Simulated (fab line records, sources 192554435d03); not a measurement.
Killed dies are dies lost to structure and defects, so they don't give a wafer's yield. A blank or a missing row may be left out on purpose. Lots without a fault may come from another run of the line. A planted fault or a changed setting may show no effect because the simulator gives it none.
Which tool did it? | flow n5_finfet | 11 lots, 33 wafers sampled, at 6 steps of a route of 1938

WHAT THE GAUGES READ, wafer by wafer
N5_BEOL_M0_SAQP_CD_MEAS_40: target cd 30 nm.
lot  | measured     | on        | cd_nm (nm)
L075 | day 5 21:56  | cd_sem-01 | 30.09 29.60 29.41
L077 | day 6 10:21  | cd_sem-01 | 29.67 29.62 30.01
L079 | day 6 20:22  | cd_sem-02 | 29.84 30.28 29.71
L081 | day 7 16:28  | cd_sem-02 | 30.12 30.14 30.01
L084 | day 8 03:02  | cd_sem-03 | 30.01 30.05 29.95
L086 | day 8 20:23  | cd_sem-01 | 30.64 29.86 30.00
L089 | day 9 08:26  | cd_sem-03 | 29.98 29.99 29.63
L090 | day 9 19:07  | cd_sem-01 | 30.30 30.06 29.94
L092 | day 10 06:07 | cd_sem-02 | 29.49 30.04 30.09
L094 | day 10 17:36 | cd_sem-03 | 30.45 30.35 29.86
L097 | day 11 11:29 | cd_sem-03 | 30.13 30.09 29.68

WHICH TOOL RAN EACH LOT (tool, then ch and the chambers of the sampled wafers, then the start)
lot  | N5_MOL_CONTACT_COAG_ETCH_89        | N5_MOL_CONTACT_COAG_ETCH_47        | N5_MOL_CONTACT_COAG_STRIP_119        | N5_MOL_CONTACT_COAG_STRIP_49         | N5_MOL_CONTACT_COAG_CVD_140
L075 | rie_diel-05 ch 0,1,2, day 5 07:10  | rie_diel-03 ch 0,1,2, day 5 07:47  | plasma_asher-02 ch 0,1, day 5 07:52  | plasma_asher-01 ch 0,1, day 5 09:19  | cvd_w-01 ch 0,1, day 5 09:35
L077 | rie_diel-05 ch 0,1,2, day 5 21:56  | rie_diel-03 ch 0,1, day 5 22:38    | plasma_asher-02 ch 0,1, day 5 22:43  | plasma_asher-01 ch 0,1, day 5 23:59  | cvd_w-01 ch 0,1, day 6 00:16
L079 | rie_diel-04 ch 1,3, day 6 07:43    | rie_diel-04 ch 0,1,3, day 6 08:16  | plasma_asher-02 ch 0,1, day 6 08:20  | plasma_asher-02 ch 0,1, day 6 09:36  | cvd_w-01 ch 0,1, day 6 09:53
L081 | rie_diel-03 ch 0,1,2, day 7 03:46  | rie_diel-04 ch 1,3, day 7 04:30    | plasma_asher-01 ch 0,1, day 7 04:36  | plasma_asher-02 ch 0,1, day 7 05:53  | cvd_w-02 ch 0,1, day 7 06:14
L084 | rie_diel-03 ch 0,3, day 7 14:08    | rie_diel-03 ch 0,2,3, day 7 14:41  | plasma_asher-02 ch 0,1, day 7 14:46  | plasma_asher-02 ch 0,1, day 7 16:28  | cvd_w-01 ch 0,1, day 7 16:44
L086 | rie_diel-04 ch 1,3, day 8 04:02    | rie_diel-04 ch 1,2,3, day 8 04:38  | plasma_asher-02 ch 0,1, day 8 04:43  | plasma_asher-01 ch 0,1, day 8 06:40  | cvd_w-02 ch 0,1, day 8 06:56
L089 | rie_diel-03 ch 0,1,2, day 8 20:31  | rie_diel-04 ch 0,2,3, day 8 21:17  | plasma_asher-02 ch 0,1, day 8 21:22  | plasma_asher-02 ch 0,1, day 8 22:47  | cvd_w-01 ch 0,1, day 8 23:10
L090 | rie_diel-03 ch 1,2,3, day 9 03:58  | rie_diel-05 ch 1,2, day 9 04:31    | plasma_asher-02 ch 0,1, day 9 04:37  | plasma_asher-02 ch 0,1, day 9 06:09  | cvd_w-02 ch 0,1, day 9 06:29
L092 | rie_diel-04 ch 0,1, day 9 18:18    | rie_diel-05 ch 1,3, day 9 19:10    | plasma_asher-02 ch 1, day 9 19:14    | plasma_asher-02 ch 0,1, day 9 20:34  | cvd_w-01 ch 0, day 9 20:50
L094 | rie_diel-03 ch 0,2,3, day 10 01:50 | rie_diel-04 ch 1,2, day 10 02:27   | plasma_asher-02 ch 0,1, day 10 02:32 | plasma_asher-02 ch 0,1, day 10 04:07 | cvd_w-02 ch 0,1, day 10 04:23
L097 | rie_diel-04 ch 0,2,3, day 10 22:54 | rie_diel-05 ch 1,2,3, day 10 23:26 | plasma_asher-02 ch 0,1, day 10 23:31 | plasma_asher-01 ch 0,1, day 11 00:49 | cvd_w-02 ch 0,1, day 11 01:05
- N5_MOL_CONTACT_COAG_ETCH_89: etches underlayer in N2/H2, target depth 13 nm, time 10.4 s.
- N5_MOL_CONTACT_COAG_ETCH_47: etches SiNx in CH3F/O2, stops on W, target depth 27 nm.
- N5_MOL_CONTACT_COAG_STRIP_119: strips in N2/H2, time 30 s.
- N5_MOL_CONTACT_COAG_STRIP_49: strips in N2/H2, time 30 s.
- N5_MOL_CONTACT_COAG_CVD_140: deposits W, target thk 66.5 nm, time 215 s.

THE ANSWER, worked out from the rows above alone
Rule: what is usual is taken from the lots themselves. Put in order of their means at a reading, lots are off if they are a third of the lots or fewer, leave a main group of 4 or more, and stand apart from it by a gap of 3 or more times the standard deviation of the main group's means; of several such gaps the widest counts. A main group whose means are all the same, to the digits that the tables above print for the reading, isn't used. A lot without any number at a reading at which 4 lots or more have one is off too. The other lots that the step has rows for count as sound.
No lot is off at any reading shown: from this, nothing can be told.

WHAT THE SIMULATOR HAD PUT IN
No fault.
